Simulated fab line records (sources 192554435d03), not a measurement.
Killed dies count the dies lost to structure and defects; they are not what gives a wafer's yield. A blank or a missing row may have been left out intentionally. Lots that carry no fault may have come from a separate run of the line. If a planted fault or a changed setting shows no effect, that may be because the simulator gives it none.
Chamber matching ; flow n5 finfet ; rie si-04 running N5_PMOS_HMC_CHANNEL_EPI_ETCH_38: 4 sister chambers
The step etches SiO2 in CF4, target depth 1.5 nm. 18 wafers are shown with their chamber, then 9 later ones without.

== EACH WAFER AND ITS CHAMBER ==
wafer;chamber;drypump motor current A (A);oes product au (a.u.)
L077.1;0;6.4;1.017
L077.2;1;6.0;1.029
L077.3;2;5.9;0.999
L077.4;3;4.9;1.010
L077.5;1;6.0;1.027
L077.6;0;6.4;1.024
L079.1;2;5.9;1.008
L079.2;3;4.9;1.008
L079.6;1;6.0;1.028
L081.2;3;4.9;0.999
L081.3;2;5.9;0.999
L081.6;0;6.4;1.016
L082.1;3;4.9;1.003
L082.2;1;6.1;1.042
L082.6;1;6.1;1.034
L085.1;1;6.1;1.029
L085.3;2;5.9;1.005
L085.5;1;6.1;1.037

SIGNATURES (averages over the wafers above)
reading;chamber 0;chamber 1;chamber 2;chamber 3;scatter within a chamber
drypump motor current A;6.400;6.057;5.900;4.900;0.035
oes product au;1.01900;1.03229;1.00275;1.00500;0.00507
Rule: distance of a wafer from a chamber = root of the sum over the readings of ((wafer's reading minus chamber's mean) / reading's scatter) squared. If the next closest chamber is less than 2 further off than the closest, the wafer can't be placed; otherwise it belongs to the closest. The scatter: take each reading less its chamber's mean, square it, sum over the shown wafers, divide by the number of wafers less the number of chambers, and take the root.

== WAFERS WITH NO CHAMBER GIVEN ==
wafer;drypump motor current A (A);oes product au (a.u.)
L086.1;4.9;1.011
L086.4;5.9;1.012
L086.5;5.9;0.999
L091.2;4.9;1.006
L091.3;5.9;1.012
L091.5;4.9;1.016
L095.1;5.9;0.990
L095.3;4.9;1.013
L095.5;5.9;1.000

== THE CHAMBER EACH PASSED THROUGH ==
wafer;from the rows above;in truth
L086.1;3;3
L086.4;2;2
L086.5;2;2
L091.2;3;3
L091.3;2;2
L091.5;3;3
L095.1;2;2
L095.3;3;3
L095.5;2;2
Correctly placed: 9 of 9. From these rows, 0 cannot be placed. Wrongly placed: 0.
